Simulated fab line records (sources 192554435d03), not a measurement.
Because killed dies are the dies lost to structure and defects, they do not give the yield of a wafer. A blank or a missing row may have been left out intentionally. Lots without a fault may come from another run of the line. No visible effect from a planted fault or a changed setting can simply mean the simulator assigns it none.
Chamber matching -- flow n5Finfet -- pecvd-03 running N5_BEOL_M6_ILD_DEP_00: 3 sister chambers
The step deposits SiCOH lowk from DEMS/porogen, target thk 179.75 nm, time 33.4 s. 20 wafers are shown with their chamber, then 10 later ones without.

## WAFERS PAIRED WITH THEIR CHAMBERS
wafer,chamber,throttleValvePct (%),showerheadPlenumPTorr (Torr),heaterPowerW (W)
L076.1,1,13.0,5.735,239
L076.2,0,14.1,5.757,398
L076.3,2,13.2,5.769,347
L076.4,2,13.0,5.749,346
L076.5,1,13.2,5.718,247
L076.6,0,14.6,5.764,319
L083.1,1,13.2,5.716,308
L083.3,0,14.5,5.741,382
L083.4,1,13.0,5.726,310
L084.2,0,14.4,5.769,356
L084.5,1,13.1,5.717,274
L084.6,0,14.5,5.772,361
L085.3,2,13.1,5.747,338
L085.4,2,13.1,5.751,336
L085.6,1,13.0,5.723,277
L087.2,1,13.2,5.723,297
L087.3,0,14.6,5.755,344
L087.6,2,13.2,5.744,329
L086.2,0,14.6,5.768,335
L086.4,0,14.5,5.758,352

SIGNATURES (averages over the wafers above)
reading,chamber 0,chamber 1,chamber 2,scatter within a chamber
throttleValvePct,14.475,13.100,13.120,0.129
showerheadPlenumPTorr,5.76050,5.72257,5.75200,0.00892
heaterPowerW,355.88,278.86,339.20,23.6
Rule: a wafer lies at a distance from a chamber equal to the root of the sum of squares, over the readings, of (its reading less the chamber's mean, divided by the reading's scatter). If the next closest chamber is less than 2 further off than the closest, the wafer can't be placed; otherwise it belongs to the closest. The scatter: take each reading less its chamber's mean, square it, sum over the shown wafers, divide by the number of wafers less the number of chambers, and take the root.

## WAFERS WITHOUT THEIR CHAMBER
wafer,throttleValvePct (%),showerheadPlenumPTorr (Torr),heaterPowerW (W)
L086.5,13.0,5.754,349
L091.1,14.7,5.768,386
L091.2,13.0,5.729,269
L091.3,13.2,5.753,316
L095.2,13.1,5.732,246
L095.3,14.4,5.765,327
L095.5,13.1,5.712,251
L097.4,13.3,5.748,357
L097.5,14.5,5.759,368
L097.6,12.8,5.720,282

## WHICH CHAMBER EACH WENT THROUGH
wafer,from the rows above,in truth
L086.5,2,2
L091.1,0,0
L091.2,1,1
L091.3,2,2
L095.2,1,1
L095.3,0,0
L095.5,1,1
L097.4,2,2
L097.5,0,0
L097.6,1,1
Correctly placed: 10 of 10. From these rows, 0 cannot be placed. Number placed wrongly: 0.
